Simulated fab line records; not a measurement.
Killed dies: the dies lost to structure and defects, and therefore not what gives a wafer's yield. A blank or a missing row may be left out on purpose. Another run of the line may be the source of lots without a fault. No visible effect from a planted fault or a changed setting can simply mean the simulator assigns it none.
fab line records	flow nandHarc
record: lots: 24	wafers: 72	lastDay: 33
route steps=1302 shown A_STAIRCASE@772
lots with no fault: from the same line, run without faults
startH: start of the lot's first displayed wafer, in hours after the record's first day	waitH: hours elapsed since this lot's preceding step	" same as the row above	L1.1+2: one row covering several wafers at once	- no value, or no start was given	* or withheld: withheld	< > ~ a bound
route shown NAME@n: names a module that has steps shown in the file, with the first one's number in the route	usual: mean/standard deviation taken from wafers without a fault	same: alike in all rows	chamber/n: place in a boat	sites: the reading at each site	_std_site: how widely they spread, as a standard deviation	_edge_site: the outer-site mean with the inner-site mean subtracted	radiusMm: for every site, how far away it sits from the centre of the wafer	mask NAME#n: copy n	behind: the last tool/chamber to shape the wafer	hold: reason for holding the lot/hours on hold/outcome of the hold	device: transistor that didn't switch, given as n, p or np	end of line: tests run on the same wafers once the route is complete	a step with no rows: only its recipe	killed: dies that structure and defects cost at the first sort, which is not the same as the wafer's yield	map: per-die view of a wafer (x killed, . not killed, _ where there is no die)
set.NAME: the run value of the setting; set.NAME@STEP: its run value at that earlier step	model.NAME: the simulator's own value behind a step, which no gauge read
a sample of lots followed through the steps of the route, with each step as a table and each wafer as a row
services: a tool's chamber out of use, with start hour (startH, from the record's first day; less than 0 if before it), hours out, and reason
== steps ==
step: NHARC_A_STAIRCASE_HM_DEP_456
recipe: targetThkA: 31000	tempC: 400	material: aC
usual: throttleValvePct: 34.998/0.0086
lot.wafer	tool	chamber	startH	waitH	throttleValvePct
L074.1	aclDep-02	0	353.14	-	34.982
L074.2	"	0	"	"	34.995
L074.4	"	0	"	"	34.988
L075.1	aclDep-02	0	377.66	-	34.989
L075.3	"	0	"	"	35.007
L075.6	"	0	"	"	35.007
L077.4	aclDep-02	0	390.36	-	35.004
L077.5	"	0	"	"	34.989
L077.6	"	0	"	"	34.998
L076.1	aclDep-02	0	391.28	-	35.008
L076.4	"	0	"	"	34.974
L076.5	"	0	"	"	34.996
L078.1	aclDep-03	0	413.72	-	35.001
L078.2	"	0	"	"	34.987
L078.6	"	0	415.24	-	35.003
L079.1	aclDep-02	0	415.03	-	34.994
L079.4	"	0	"	"	34.996
L079.6	"	0	"	"	35.009
L080.2	aclDep-01	0	415.87	-	34.998
L080.3	"	0	"	"	35.003
L080.5	"	0	"	"	35.008
L081.2	aclDep-02	0	440.36	-	34.995
L081.3	"	0	"	"	34.990
L081.4	"	0	"	"	34.992
L082.3	aclDep-03	0	441.95	-	34.991
L082.4	"	0	"	"	35.014
L082.5	"	0	"	"	35.005
L083.3	aclDep-02	0	452.53	-	35.003
L083.4	"	0	"	"	35.003
L083.6	"	0	"	"	34.995
L085.1	aclDep-01	0	472.88	-	35.003
L085.3	"	0	"	"	34.992
L085.4	"	0	"	"	34.996
L084.1	aclDep-03	0	473.95	-	35.017
L084.5	"	0	475.17	-	35.005
L084.6	"	0	"	"	34.987
L086.2	aclDep-01	0	480.51	-	34.990
L086.5	"	0	"	"	34.997
L086.6	"	0	"	"	35.012
L087.1	aclDep-01	0	490.19	-	34.992
L087.2	"	0	"	"	35.000
L087.6	"	0	491.74	-	34.987
L089.1	aclDep-01	0	515.29	-	34.989
L089.2	"	0	"	"	34.988
L089.6	"	0	516.83	-	35.003
L088.1	aclDep-03	0	516.43	-	34.999
L088.4	"	0	"	"	35.002
L088.5	"	0	"	"	34.996
L091.1	aclDep-02	0	525.91	-	34.996
L091.2	"	0	"	"	35.004
L091.4	"	0	"	"	34.995
L090.1	aclDep-03	0	526.07	-	34.982
L090.4	"	0	"	"	34.998
L090.6	"	0	"	"	34.991
L092.2	aclDep-02	0	542.16	-	35.009
L092.4	"	0	"	"	35.000
L092.6	"	0	"	"	35.015
L094.1	aclDep-02	0	563.88	-	35.012
L094.4	"	0	"	"	35.003
L094.5	"	0	"	"	35.002
L093.1	aclDep-02	0	565.71	-	35.005
L093.2	"	0	"	"	34.991
L093.5	"	0	"	"	35.020
L095.2	aclDep-03	0	579.80	-	34.997
L095.4	"	0	"	"	34.995
L095.5	"	0	"	"	34.998
L096.2	aclDep-01	0	583.78	-	34.990
L096.4	"	0	"	"	34.987
L096.6	"	0	"	"	34.990
L097.2	aclDep-01	0	585.63	-	34.992
L097.4	"	0	"	"	34.998
L097.6	"	0	"	"	34.994
step: NHARC_A_STAIRCASE_HM_OPEN_460
recipe: o2FlowSccm: 400	cosFlowSccm: 20	arFlowSccm: 0	rfW: 500	biasW: 300	chemistry: O2/COS
usual: drypumpMotorCurrentA: 5.6/0.43	oesProductAu: 0.998/0.0077	rfVppV: 467/3.3	showerheadPlenumPTorr: 3.11/0.15	throttleValvePct: 28.330/0.0079
lot.wafer	tool	chamber	startH	waitH	drypumpMotorCurrentA	oesProductAu	rfHoursCounterH	rfVppV	showerheadPlenumPTorr	throttleValvePct
L074.4	rieDiel-09	1	-	-	5.4	1.004	13	471	3.25	28.331
L074.1	"	2	"	"	5.6	1.007	13	466	3.02	28.331
L074.2	"	0	"	"	5.2	0.988	15	466	3.08	28.327
L075.3	rieDiel-09	2	-	-	5.6	0.986	19	465	3.02	28.332
L075.1	"	0	"	"	5.2	0.988	24	466	3.08	28.337
L075.6	"	3	"	"	5.3	1.004	-	470	3.25	28.330
L077.4	rieDiel-01	0	-	-	5.8	0.997	2	462	2.92	28.323
L077.6	"	3	"	"	6.5	0.991	-	463	2.97	28.328
L077.5	"	0	"	"	5.8	0.993	-	463	2.92	28.318
L076.4	rieDiel-04	0	-	-	5.4	0.989	12	468	3.07	28.342
L076.1	"	1	"	"	5.8	0.987	10	468	3.19	28.332
L076.5	"	1	"	"	5.8	0.995	-	469	3.19	28.328
L078.1	rieDiel-04	3	-	-	6.3	0.998	21	472	3.36	28.320
L078.2	"	1	"	"	5.8	1.005	19	470	3.19	28.339
L078.6	"	2	"	"	5.4	1.005	-	468	3.17	28.320
L079.1	rieDiel-01	3	-	-	6.5	1.008	12	463	2.97	28.345
L079.4	"	1	"	"	5.2	1.000	12	463	2.94	28.335
L079.6	"	0	"	"	5.8	0.996	-	463	2.91	28.332
L080.2	rieDiel-01	2	-	-	5.5	0.981	12	468	3.19	28.327
L080.3	"	0	"	"	5.8	0.983	14	461	2.91	28.331
L080.5	"	3	"	"	6.6	0.995	-	465	2.97	28.339
L081.4	rieDiel-09	2	-	-	5.6	1.003	35	464	3.01	28.331
L081.3	"	3	"	"	5.3	1.007	46	471	3.23	28.340
L081.2	"	0	"	"	5.2	0.994	44	465	3.06	28.332
L082.3	rieDiel-09	1	-	-	5.4	1.006	38	469	3.24	28.334
L082.4	"	0	"	"	5.2	0.994	44	468	3.07	28.318
L082.5	"	1	"	"	5.4	1.004	-	470	3.24	28.335
L083.3	rieDiel-04	3	-	-	6.3	1.007	32	473	3.36	28.325
L083.4	"	3	"	"	6.3	1.006	-	472	3.36	28.327
L083.6	"	1	"	"	5.8	0.992	-	468	3.18	28.321
L085.1	rieDiel-04	2	-	-	5.4	0.989	36	466	3.16	28.333
L085.4	"	3	"	"	6.3	1.006	41	472	3.35	28.342
L085.3	"	0	"	"	5.4	0.989	40	465	3.05	28.336
L084.1	rieDiel-09	0	-	-	5.2	0.993	56	465	3.06	28.329
L084.6	"	0	"	"	5.3	1.003	-	465	3.06	28.320
L084.5	"	1	"	"	5.4	1.003	-	468	3.24	28.334
L086.2	rieDiel-01	0	-	-	5.8	1.001	38	462	2.90	28.329
L086.5	"	3	"	"	6.6	0.994	-	464	2.96	28.322
L086.6	"	0	"	"	5.8	0.997	-	462	2.90	28.325
L087.2	rieDiel-04	0	-	-	5.4	0.994	48	466	3.05	28.338
L087.1	"	1	"	"	5.8	0.988	42	468	3.17	28.330
L087.6	"	0	"	"	5.4	0.984	-	466	3.05	28.320
L089.1	rieDiel-09	3	-	-	5.3	0.997	7	469	3.23	28.332
L089.2	"	0	"	"	5.2	1.002	7	465	3.06	28.319
L089.6	"	0	"	"	5.2	1.004	-	465	3.06	28.321
L088.1	rieDiel-09	0	-	-	5.2	1.016	8	466	3.05	28.349
L088.4	"	3	"	"	5.3	1.006	-	469	3.23	28.323
L088.5	"	1	"	"	5.4	1.009	-	468	3.23	28.338
L091.2	rieDiel-09	1	-	-	5.4	1.005	11	472	3.23	28.338
L091.1	"	3	"	"	5.3	1.002	13	468	3.22	28.339
L091.4	"	1	"	"	5.4	1.007	-	468	3.23	28.328
L090.4	rieDiel-01	2	-	-	5.5	0.991	51	468	3.17	28.323
L090.1	"	0	"	"	5.8	1.000	54	462	2.89	28.322
L090.6	"	1	"	"	5.2	0.989	-	463	2.91	28.328
L092.2	rieDiel-01	1	-	-	5.2	0.992	62	462	2.91	28.324
L092.4	"	3	"	"	6.5	0.997	54	463	2.95	28.328
L092.6	"	0	"	"	5.9	0.993	-	461	2.89	28.334
L094.1	rieDiel-01	3	-	-	6.6	0.992	2	463	2.94	28.313
L094.4	"	0	"	"	5.8	0.993	3	473	3.37	28.333
L094.5	"	3	"	"	6.5	0.989	-	463	2.94	28.329
L093.1	rieDiel-01	0	-	-	5.8	0.997	5	473	3.37	28.330
L093.2	"	1	"	"	5.2	0.987	4	463	2.91	28.343
L093.5	"	0	"	"	5.8	1.001	-	472	3.37	28.333
L095.4	rieDiel-01	1	-	-	5.2	0.996	8	462	2.91	28.317
L095.2	"	0	"	"	5.8	1.012	8	472	3.37	28.336
L095.5	"	1	"	"	5.2	0.993	-	461	2.91	28.329
L096.2	rieDiel-09	2	-	-	5.6	1.011	13	465	3.00	28.324
L096.4	"	3	"	"	5.4	1.006	32	468	3.21	28.324
L096.6	"	3	"	"	5.3	1.012	-	469	3.21	28.338
L097.2	rieDiel-01	1	-	-	5.2	1.000	11	464	2.91	28.344
L097.4	"	2	"	"	5.5	0.986	12	470	3.15	28.332
L097.6	"	1	"	"	5.2	0.993	-	462	2.91	28.346
step: NHARC_A_STAIRCASE_STRIP_316
recipe: o2FlowSccm: 500	arFlowSccm: 0	biasW: 0	chemistry: O2
usual: drypumpMotorCurrentA: 5.7/0.43	oesProductAu: 0.998/0.0081	rfVppV: 57.7/0.87	showerheadPlenumPTorr: 3.51/0.15	throttleValvePct: 17.036/0.0093
lot.wafer	tool	chamber	startH	waitH	drypumpMotorCurrentA	oesProductAu	rfHoursCounterH	rfVppV	showerheadPlenumPTorr	throttleValvePct
L074.4	rieDiel-04	0	-	-	5.4	1.008	2	56.4	3.47	17.033
L074.2	"	1	"	"	5.8	0.998	2	57.9	3.61	17.035
L074.1	"	2	"	"	5.4	0.999	2	57.6	3.59	17.031
L075.1	rieDiel-01	2	-	-	5.5	0.994	3	55.7	3.60	17.047
L075.3	"	3	"	"	6.6	1.002	2	57.7	3.36	17.027
L075.6	"	3	"	"	6.5	0.999	-	57.0	3.36	17.035
L077.4	rieDiel-01	2	-	-	5.5	0.980	5	57.8	3.60	17.044
L077.6	"	2	"	"	5.5	0.986	-	57.5	3.60	17.041
L077.5	"	3	"	"	6.6	0.997	-	55.8	3.36	17.018
L076.1	rieDiel-09	3	-	-	5.3	1.013	35	59.0	3.66	17.022
L076.4	"	0	"	"	5.2	0.996	-	58.8	3.47	17.035
L076.5	"	1	"	"	5.4	0.999	-	59.1	3.67	17.046
L078.1	rieDiel-04	1	-	-	5.8	0.996	20	58.0	3.60	17.041
L078.2	"	2	"	"	5.4	1.005	20	58.3	3.58	17.038
L078.6	"	0	"	"	5.4	1.005	-	57.5	3.46	17.036
L079.4	rieDiel-01	1	-	-	5.3	0.985	15	58.1	3.32	17.039
L079.1	"	2	"	"	5.5	0.988	14	58.6	3.60	17.025
L079.6	"	1	"	"	5.3	0.993	-	58.4	3.32	17.050
L080.2	rieDiel-04	2	-	-	5.4	0.994	21	58.3	3.58	17.031
L080.3	"	0	"	"	5.4	1.001	27	57.7	3.46	17.035
L080.5	"	1	"	"	5.8	1.000	-	58.2	3.60	17.021
L081.2	rieDiel-09	3	-	-	5.3	1.011	48	57.9	3.65	17.035
L081.4	"	0	"	"	5.2	1.002	45	57.8	3.46	17.048
L081.3	"	2	"	"	5.6	1.008	37	57.5	3.40	17.062
L082.4	rieDiel-04	0	-	-	5.4	0.992	34	58.0	3.45	17.044
L082.3	"	1	"	"	5.8	1.000	27	58.6	3.60	17.056
L082.5	"	1	"	"	5.8	1.008	-	58.4	3.60	17.033
L083.3	rieDiel-01	3	-	-	6.5	1.002	25	57.2	3.35	17.044
L083.4	"	2	"	"	5.5	0.988	25	56.8	3.59	17.024
L083.6	"	3	"	"	6.6	1.001	-	57.5	3.35	17.032
L085.1	rieDiel-09	1	-	-	5.4	0.997	51	58.5	3.66	17.031
L085.4	"	2	"	"	5.6	1.002	46	57.4	3.40	17.038
L085.3	"	3	"	"	5.3	1.005	58	56.7	3.65	17.042
L084.1	rieDiel-04	1	-	-	5.8	0.997	39	58.2	3.59	17.037
L084.6	"	1	"	"	5.8	1.009	-	58.2	3.59	17.036
L084.5	"	2	"	"	5.4	1.009	-	57.3	3.57	17.034
L086.2	rieDiel-01	3	-	-	6.6	0.994	36	57.9	3.34	17.049
L086.5	"	1	"	"	5.2	0.999	-	59.0	3.30	17.043
L086.6	"	2	"	"	5.5	0.992	-	58.7	3.58	17.037
L087.1	rieDiel-01	2	-	-	5.5	0.994	40	55.8	3.58	17.028
L087.2	"	3	"	"	6.5	0.999	38	59.0	3.34	17.029
L087.6	"	1	"	"	5.3	0.998	-	58.4	3.30	17.041
L089.2	rieDiel-01	0	-	-	5.9	0.999	52	56.1	3.27	17.040
L089.1	"	2	"	"	5.5	0.992	50	55.9	3.58	17.041
L089.6	"	3	"	"	6.5	0.998	-	58.1	3.34	17.025
L088.1	rieDiel-01	2	-	-	5.5	0.983	52	59.0	3.58	17.045
L088.4	"	0	"	"	5.9	0.996	54	57.5	3.27	17.034
L088.5	"	3	"	"	6.6	0.993	-	56.7	3.34	17.038
L091.2	rieDiel-04	1	-	-	5.8	0.988	0	58.0	3.58	17.033
L091.1	"	2	"	"	5.4	0.996	0	57.3	3.56	17.032
L091.4	"	0	"	"	5.4	0.985	1	57.7	3.44	17.030
L090.4	rieDiel-04	3	-	-	6.3	0.994	1	59.0	3.77	17.044
L090.1	"	0	"	"	5.4	1.001	1	57.0	3.44	17.039
L090.6	"	3	"	"	6.3	0.995	-	58.4	3.77	17.040
L092.4	rieDiel-04	3	-	-	6.3	1.005	7	58.9	3.77	17.037
L092.2	"	0	"	"	5.4	0.982	6	58.6	3.44	17.034
L092.6	"	2	"	"	5.4	0.997	-	57.6	3.55	17.048
L094.1	rieDiel-09	2	-	-	5.6	1.013	9	58.2	3.39	17.045
L094.4	"	0	"	"	5.2	1.005	28	57.0	3.44	17.034
L094.5	"	1	"	"	5.4	1.010	-	56.0	3.64	17.039
L093.2	rieDiel-09	0	-	-	5.2	1.003	29	58.8	3.44	17.050
L093.1	"	1	"	"	5.4	1.006	27	58.2	3.64	17.035
L093.5	"	1	"	"	5.4	0.997	-	57.3	3.64	17.048
L095.2	rieDiel-09	0	-	-	5.2	1.001	32	56.8	3.44	17.024
L095.4	"	1	"	"	5.4	1.007	30	58.6	3.64	17.043
L095.5	"	0	"	"	5.1	1.010	-	57.6	3.44	17.038
L096.2	rieDiel-01	2	-	-	5.5	0.980	13	58.2	3.56	17.022
L096.4	"	1	"	"	5.2	0.995	12	56.4	3.29	17.040
L096.6	"	3	"	"	6.6	0.999	-	57.3	3.32	17.031
L097.2	rieDiel-01	1	-	-	5.2	0.988	12	56.6	3.29	17.018
L097.4	"	3	"	"	6.5	1.002	13	56.5	3.32	17.044
L097.6	"	2	"	"	5.5	0.992	-	57.1	3.56	17.058
step: NHARC_A_STAIRCASE_ETCH_444
recipe: targetDepthA: 2.04e+05	timeS: 6800	c4f8FlowSccm: 20	o2FlowSccm: 10	arFlowSccm: withheld	rfW: 600	biasW: 1000	chemistry: C4F8/O2
usual: oesProductAu: 0.929/0.016	rfVppV: 806/5
lot.wafer	tool	chamber	startH	waitH	oesProductAu	rfHoursCounterH	rfVppV
L074.1	rieDiel-09	1	406.12	0.8	0.924	26	811
L074.2	"	3	"	"	0.935	32	812
L074.4	"	3	408.60	3.2	0.932	-	812
L075.3	rieDiel-09	2	438.80	0.1	0.934	30	803
L075.1	"	1	440.20	1.5	0.924	35	811
L075.6	"	2	"	"	0.937	-	803
L076.4	rieDiel-04	1	451.61	0.5	0.918	23	809
L076.1	"	3	"	"	0.930	29	817
L076.5	"	0	"	"	0.920	-	805
L077.4	rieDiel-01	2	451.90	1.0	0.919	18	811
L077.6	"	0	"	"	0.919	-	798
L077.5	"	1	"	"	0.920	-	800
L078.2	rieDiel-01	0	475.54	0.2	0.922	30	799
L078.1	"	1	"	"	0.913	30	799
L078.6	"	1	477.91	2.6	0.908	-	800
L080.2	rieDiel-09	0	480.62	0.1	0.920	53	804
L080.3	"	3	482.02	1.5	0.930	55	812
L080.5	"	0	"	"	0.915	-	805
L079.1	rieDiel-01	3	481.73	1.0	0.926	31	800
L079.4	"	0	"	"	0.917	35	798
L079.6	"	1	"	"	0.928	-	801
L081.4	rieDiel-01	0	497.61	0.1	0.926	40	798
L081.2	"	1	"	"	0.926	43	800
L081.3	"	3	"	"	0.927	35	801
L082.4	rieDiel-04	0	497.91	0.6	0.920	45	805
L082.3	"	2	"	"	0.925	41	807
L082.5	"	0	"	"	0.916	-	805
L083.3	rieDiel-04	1	512.41	0.1	0.919	47	810
L083.4	"	3	"	"	0.925	53	815
L083.6	"	2	514.80	2.4	0.928	-	808
L084.1	rieDiel-01	2	527.36	0.5	0.918	46	809
L084.6	"	1	528.77	1.9	0.921	-	799
L084.5	"	2	"	"	0.921	-	809
L085.3	rieDiel-09	3	527.70	0.7	0.962	9	813
L085.1	"	0	"	"	0.945	9	806
L085.4	"	1	"	"	0.953	-	811
L087.1	rieDiel-09	0	541.60	0.1	0.959	16	805
L087.2	"	1	"	"	0.972	14	810
L087.6	"	3	544.73	3.2	0.975	-	809
L086.2	rieDiel-01	0	542.69	1.0	0.924	56	799
L086.6	"	2	"	"	0.921	-	809
L086.5	"	3	"	"	0.918	-	801
L089.2	rieDiel-04	0	572.91	0.7	0.948	10	804
L089.1	"	1	"	"	0.958	9	809
L089.6	"	0	574.83	2.6	0.956	-	803
L088.1	rieDiel-04	0	580.24	1.4	0.921	15	804
L088.4	"	1	"	"	0.915	-	809
L088.5	"	3	"	"	0.924	-	814
L091.2	rieDiel-04	1	589.53	0.1	0.905	18	808
L091.1	"	3	"	"	0.921	21	814
L091.4	"	3	592.07	2.6	0.916	-	814
L090.1	rieDiel-01	0	590.74	1.1	0.958	9	815
L090.4	"	1	"	"	0.947	10	799
L090.6	"	3	"	"	0.950	-	800
L092.4	rieDiel-09	3	600.35	0.1	0.921	35	813
L092.2	"	0	"	"	0.928	34	803
L092.6	"	3	602.23	1.9	0.929	-	811
L093.2	rieDiel-01	0	618.23	0.1	0.933	17	815
L093.1	"	3	619.67	1.5	0.933	18	800
L093.5	"	1	"	"	0.919	-	798
L094.4	rieDiel-09	0	618.39	0.1	0.914	41	803
L094.1	"	3	619.79	1.4	0.923	42	811
L094.5	"	0	"	"	0.919	-	804
L095.2	rieDiel-04	2	635.88	1.4	0.920	17	807
L095.4	"	0	"	"	0.918	-	804
L095.5	"	2	637.78	3.2	0.912	-	808
L097.4	rieDiel-04	1	645.12	0.1	0.920	36	809
L097.2	"	2	"	"	0.922	21	808
L097.6	"	2	647.55	2.5	0.911	-	808
L096.2	rieDiel-09	1	645.90	1.0	0.937	45	810
L096.4	"	2	"	"	0.946	27	804
L096.6	"	0	"	"	0.933	-	804
step: NHARC_A_STAIRCASE_CMP_450
recipe: targetThkNm: 200	material: SiO2
usual: motorCurrentA: 12.1/0.98
lot.wafer	tool	chamber	startH	waitH	motorCurrentA
L074.2	cmp-01	0	411.58	-	12.8
L074.4	"	1	"	"	13.2
L074.1	"	2	"	"	10.9
L075.3	cmp-03	2	443.95	-	10.9
L075.1	"	0	"	"	12.2
L075.6	"	2	"	"	11.6
L077.4	cmp-02	0	456.13	-	12.9
L077.6	"	2	"	"	13.8
L077.5	"	3	"	"	11.3
L076.1	cmp-02	0	456.39	-	13.5
L076.4	"	2	"	"	13.8
L076.5	"	0	"	"	13.0
L078.2	cmp-03	0	480.77	-	12.6
L078.1	"	2	"	"	11.9
L078.6	"	0	"	"	12.0
L080.2	cmp-03	0	485.82	-	12.3
L080.3	"	2	"	"	11.1
L080.5	"	3	"	"	12.4
L079.1	cmp-03	1	486.10	-	11.4
L079.4	"	3	"	"	12.2
L079.6	"	2	"	"	12.0
L082.4	cmp-01	3	502.67	-	10.3
L082.3	"	0	"	"	12.2
L082.5	"	2	"	"	10.5
L081.3	cmp-03	1	502.82	-	11.3
L081.4	"	3	"	"	13.1
L081.2	"	0	"	"	12.5
L083.4	cmp-02	0	517.62	-	12.5
L083.3	"	2	"	"	14.1
L083.6	"	1	"	"	13.4
L084.1	cmp-01	2	532.09	-	11.3
L084.5	"	0	"	"	12.4
L084.6	"	1	"	"	13.7
L085.3	cmp-03	0	533.29	-	13.1
L085.4	"	2	"	"	11.7
L085.1	"	3	"	"	12.1
L086.2	cmp-03	1	547.06	-	11.6
L086.5	"	0	"	"	12.8
L086.6	"	1	"	"	11.6
L087.1	cmp-02	2	547.70	-	13.6
L087.2	"	1	"	"	12.7
L087.6	"	2	"	"	14.1
L089.1	cmp-03	2	578.45	-	11.6
L089.2	"	3	"	"	13.1
L089.6	"	2	"	"	11.5
L088.4	cmp-02	0	585.09	-	13.6
L088.1	"	3	"	"	10.9
L088.5	"	0	"	"	13.6
L090.1	cmp-01	1	594.97	-	13.0
L090.4	"	0	"	"	12.7
L090.6	"	2	"	"	10.6
L091.4	cmp-01	2	595.69	-	11.0
L091.2	"	3	"	"	10.9
L091.1	"	0	"	"	12.1
L092.2	cmp-03	2	605.53	-	11.4
L092.4	"	3	"	"	12.5
L092.6	"	2	"	"	11.7
L093.1	cmp-01	3	623.47	-	10.7
L093.2	"	0	"	"	13.0
L093.5	"	2	"	"	10.5
L094.1	cmp-03	1	623.75	-	11.2
L094.4	"	2	"	"	11.5
L094.5	"	3	"	"	12.0
L095.2	cmp-01	1	640.91	-	13.3
L095.4	"	2	"	"	10.8
L095.5	"	0	"	"	12.7
L096.4	cmp-01	1	650.13	-	13.7
L096.2	"	3	"	"	11.2
L096.6	"	0	"	"	12.5
L097.2	cmp-03	2	650.40	-	12.2
L097.4	"	3	"	"	12.5
L097.6	"	0	"	"	12.3
step: NHARC_A_STAIRCASE_ETCHBACK_422
recipe: targetDepthA: 400	overEtchFrac: 0.3	timeS: 74.286	ionEnergyEv: 120	ch3fFlowSccm: 50	o2FlowSccm: 30	arFlowSccm: 200	rfW: 500	biasW: 100	chemistry: CH3F/O2
usual: drypumpMotorCurrentA: 5.7/0.42	oesProductAu: 0.95/0.032	rfVppV: 244.4/1.7	showerheadPlenumPTorr: 2.46/0.11	throttleValvePct: 20.665/0.0088
lot.wafer	tool	chamber	startH	waitH	drypumpMotorCurrentA	oesProductAu	rfHoursCounterH	rfVppV	showerheadPlenumPTorr	throttleValvePct
L074.2	rieDiel-04	3	412.10	0.1	6.3	0.93	19	246.4	2.65	20.666
L074.1	"	0	"	"	5.4	0.93	19	244.6	2.41	20.686
L074.4	"	2	"	"	5.4	0.94	15	245.2	2.50	20.659
L075.3	rieDiel-09	1	444.52	0.2	5.4	1.00	37	245.8	2.56	20.667
L075.1	"	2	"	"	5.5	1.01	34	243.1	2.37	20.666
L075.6	"	0	"	"	5.2	0.99	-	244.7	2.41	20.658
L077.4	rieDiel-01	1	456.65	0.1	5.2	0.99	23	242.0	2.30	20.664
L077.5	"	1	"	"	5.2	0.98	-	243.7	2.30	20.655
L077.6	"	2	"	"	5.5	0.99	-	245.4	2.51	20.683
L076.1	rieDiel-01	0	456.95	0.2	5.8	0.93	23	242.8	2.29	20.667
L076.4	"	1	"	"	5.2	0.93	23	241.6	2.30	20.681
L076.5	"	2	"	"	5.5	0.93	-	246.1	2.51	20.657
L078.2	rieDiel-04	0	481.30	0.1	5.4	0.93	39	243.9	2.40	20.645
L078.1	"	2	"	"	5.4	0.92	36	244.2	2.49	20.664
L078.6	"	3	"	"	6.3	0.93	-	245.8	2.64	20.649
L080.3	rieDiel-04	0	486.36	0.1	5.4	0.92	42	244.7	2.40	20.652
L080.2	"	2	"	"	5.4	0.92	38	245.1	2.49	20.668
L080.5	"	3	"	"	6.3	0.92	-	245.8	2.64	20.677
L079.1	rieDiel-04	2	486.63	0.1	5.4	0.93	38	245.5	2.49	20.664
L079.4	"	0	"	"	5.4	0.93	42	243.7	2.40	20.662
L079.6	"	2	"	"	5.4	0.94	-	244.8	2.49	20.646
L082.4	rieDiel-01	3	503.21	0.1	6.5	0.92	37	243.0	2.32	20.644
L082.3	"	0	"	"	5.8	0.93	44	240.7	2.28	20.664
L082.5	"	0	"	"	5.8	0.92	-	241.9	2.28	20.656
L081.2	rieDiel-04	2	503.36	0.1	5.3	0.92	43	244.8	2.48	20.664
L081.4	"	3	"	"	6.3	0.92	50	247.0	2.64	20.668
L081.3	"	0	"	"	5.4	0.92	49	246.0	2.40	20.667
L083.4	rieDiel-04	2	518.17	0.1	5.4	0.99	49	245.8	2.48	20.676
L083.3	"	0	"	"	5.4	0.99	54	242.7	2.40	20.675
L083.6	"	1	"	"	5.8	0.99	-	244.2	2.50	20.668
L084.1	rieDiel-04	0	532.61	0.2	5.4	0.92	59	242.7	2.40	20.665
L084.5	"	3	"	"	6.3	0.93	-	246.7	2.64	20.649
L084.6	"	0	"	"	5.4	0.92	-	243.2	2.40	20.658
L085.4	rieDiel-01	0	533.83	0.1	5.9	0.92	53	241.3	2.27	20.666
L085.1	"	1	"	"	5.2	0.92	57	242.5	2.29	20.656
L085.3	"	2	"	"	5.5	0.92	51	245.0	2.49	20.646
L086.2	rieDiel-01	0	547.62	0.2	5.8	0.98	57	241.6	2.27	20.662
L086.6	"	1	"	"	5.1	0.98	-	242.7	2.29	20.659
L086.5	"	2	"	"	5.5	0.96	-	244.4	2.49	20.664
L087.2	rieDiel-04	2	548.25	0.2	5.3	0.99	2	243.6	2.48	20.661
L087.1	"	0	"	"	5.4	0.98	3	243.4	2.39	20.665
L087.6	"	2	"	"	5.4	1.00	-	245.6	2.48	20.668
L089.2	rieDiel-09	0	579.00	0.1	5.2	0.93	28	243.5	2.40	20.660
L089.1	"	1	"	"	5.4	0.94	26	245.3	2.54	20.667
L089.6	"	0	"	"	5.2	0.94	-	244.8	2.40	20.650
L088.1	rieDiel-04	0	585.65	0.2	5.4	0.97	18	242.8	2.39	20.673
L088.5	"	0	"	"	5.4	0.97	-	244.0	2.39	20.651
L088.4	"	1	"	"	5.8	0.98	-	246.3	2.49	20.664
L090.1	rieDiel-09	1	595.51	0.1	5.4	0.92	30	246.0	2.54	20.682
L090.4	"	0	"	"	5.2	0.92	33	243.1	2.39	20.663
L090.6	"	1	"	"	5.4	0.92	-	245.7	2.54	20.657
L091.1	rieDiel-04	1	596.24	0.2	5.8	0.92	21	245.0	2.49	20.671
L091.2	"	3	"	"	6.3	0.93	24	246.0	2.63	20.664
L091.4	"	3	"	"	6.3	0.92	-	247.5	2.63	20.657
L092.4	rieDiel-09	0	606.08	0.2	5.2	0.93	37	243.7	2.39	20.671
L092.2	"	1	"	"	5.4	0.92	32	244.4	2.54	20.668
L092.6	"	2	"	"	5.5	0.93	-	244.3	2.36	20.659
L093.1	rieDiel-01	0	624.00	0.1	5.8	0.99	21	247.2	2.65	20.684
L093.2	"	2	"	"	5.5	1.00	20	243.8	2.48	20.668
L093.5	"	0	"	"	5.8	0.99	-	247.8	2.65	20.655
L094.4	rieDiel-01	0	624.27	0.1	5.8	0.93	21	247.6	2.65	20.657
L094.1	"	2	"	"	5.5	0.91	20	242.7	2.48	20.651
L094.5	"	3	"	"	6.5	0.93	-	242.7	2.31	20.673
L095.2	rieDiel-09	2	641.43	0.1	5.6	0.93	26	242.6	2.35	20.680
L095.4	"	3	"	"	5.3	0.93	47	245.5	2.53	20.666
L095.5	"	1	"	"	5.4	0.93	-	247.2	2.53	20.674
L096.4	rieDiel-09	0	650.66	0.1	5.1	1.00	53	244.5	2.39	20.664
L096.2	"	1	"	"	5.4	0.99	46	245.1	2.53	20.665
L096.6	"	3	"	"	5.3	1.00	-	245.0	2.52	20.656
L097.4	rieDiel-04	1	650.91	0.1	5.8	0.98	39	245.2	2.48	20.674
L097.2	"	3	"	"	6.2	1.00	37	247.0	2.62	20.675
L097.6	"	1	"	"	5.8	0.98	-	244.8	2.48	20.666
== services ==
tool	chamber	startH	hours	kind
rieDiel-01	1	342.60	41.4	repair
rieDiel-04	2	346.80	3.1	repair
rieDiel-01	3	355.41	3.9	repair
rieDiel-04	-	355.73	9.0	pm
cmp-03	-	358.00	4.0	pm
cmp-03	-	369.17	0.7	repair
cmp-03	-	372.50	1.0	repair
cmp-03	-	378.95	0.7	repair
rieDiel-01	-	380.94	9.0	pm
rieDiel-09	0	389.58	2.6	repair
rieDiel-09	2	405.13	8.3	repair
rieDiel-04	2	405.71	3.7	repair
aclDep-02	-	425.20	13.0	pm
rieDiel-04	1	426.06	9.2	repair
rieDiel-04	1	445.58	4.4	repair
rieDiel-04	0	460.20	10.4	repair
rieDiel-09	-	497.23	9.0	pm
rieDiel-09	1	509.63	3.2	repair
rieDiel-04	-	532.73	9.0	pm
rieDiel-01	-	558.05	9.0	pm
rieDiel-04	2	567.01	34.5	repair
rieDiel-09	-	568.36	2.1	repair
rieDiel-04	3	630.97	5.3	repair
rieDiel-01	0	649.19	9.2	repair
== key ==
fault none
